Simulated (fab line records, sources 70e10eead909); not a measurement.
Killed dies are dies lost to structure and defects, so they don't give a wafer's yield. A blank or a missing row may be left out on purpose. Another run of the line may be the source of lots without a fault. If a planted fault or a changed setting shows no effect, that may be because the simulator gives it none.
Chamber matching ; flow nandHarc ; aldHk-04 running NHARC_A_WL_FILL_ALD_10: 4 sister chambers
The step deposits SiO2, target thk 50 nm, pulse time 10 s, ald cycles 500. 14 wafers are shown with their chamber, then 7 later ones without.

== WAFERS, EACH WITH ITS CHAMBER ==
wafer;chamber;heaterPowerOuterW (W);heaterPowerW (W);precursorPulseHeightRel
L079.4;1;234;438;1.016
L079.1;3;248;445;0.983
L079.6;1;243;436;0.991
L081.4;1;243;438;0.983
L081.3;0;291;485;0.987
L081.5;2;233;422;0.990
L085.1;3;247;457;0.992
L085.5;2;231;442;0.997
L085.6;3;250;447;1.010
L086.4;0;290;491;0.994
L086.1;2;235;443;1.009
L086.5;0;286;489;1.023
L092.1;3;254;460;1.003
L092.4;2;227;425;0.987

SIGNATURES (averages over the wafers above)
reading;chamber 0;chamber 1;chamber 2;chamber 3;scatter within a chamber
heaterPowerOuterW;289.00;240.00;231.50;249.75;3.63
heaterPowerW;488.33;437.33;433.00;452.25;7.42
precursorPulseHeightRel;1.00133;0.99667;0.99575;0.99700;0.0143
Rule: for each reading, subtract the chamber's mean from the wafer's reading, divide by that reading's scatter and square the result; add these up over the readings and take the root, which gives the wafer's distance from the chamber. The wafer belongs to the nearest chamber; if the next one is less than 2 further off, it can't be placed. How the scatter is found: for the shown wafers, subtract from each reading the mean of its chamber, square and add these, divide the total by (wafers less chambers), then take the root.

== WAFERS WITHOUT THEIR CHAMBER ==
wafer;heaterPowerOuterW (W);heaterPowerW (W);precursorPulseHeightRel
L092.6;256;469;0.989
L096.1;225;429;1.027
L096.3;251;437;0.983
L096.6;244;465;1.001
L097.1;255;454;0.997
L097.4;301;510;1.047
L097.5;261;461;0.979

== THE CHAMBER EACH PASSED THROUGH ==
wafer;from the rows above;in truth
L092.6;3;3
L096.1;can't be placed: 2 or 1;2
L096.3;can't be placed: 3 or 1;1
L096.6;can't be placed: 3 or 1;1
L097.1;3;3
L097.4;0;0
L097.5;3;3
Correctly placed: 4 of 7. Unplaceable from these rows: 3, with the true chamber sitting among the candidates in 3. Number placed wrongly: 0.
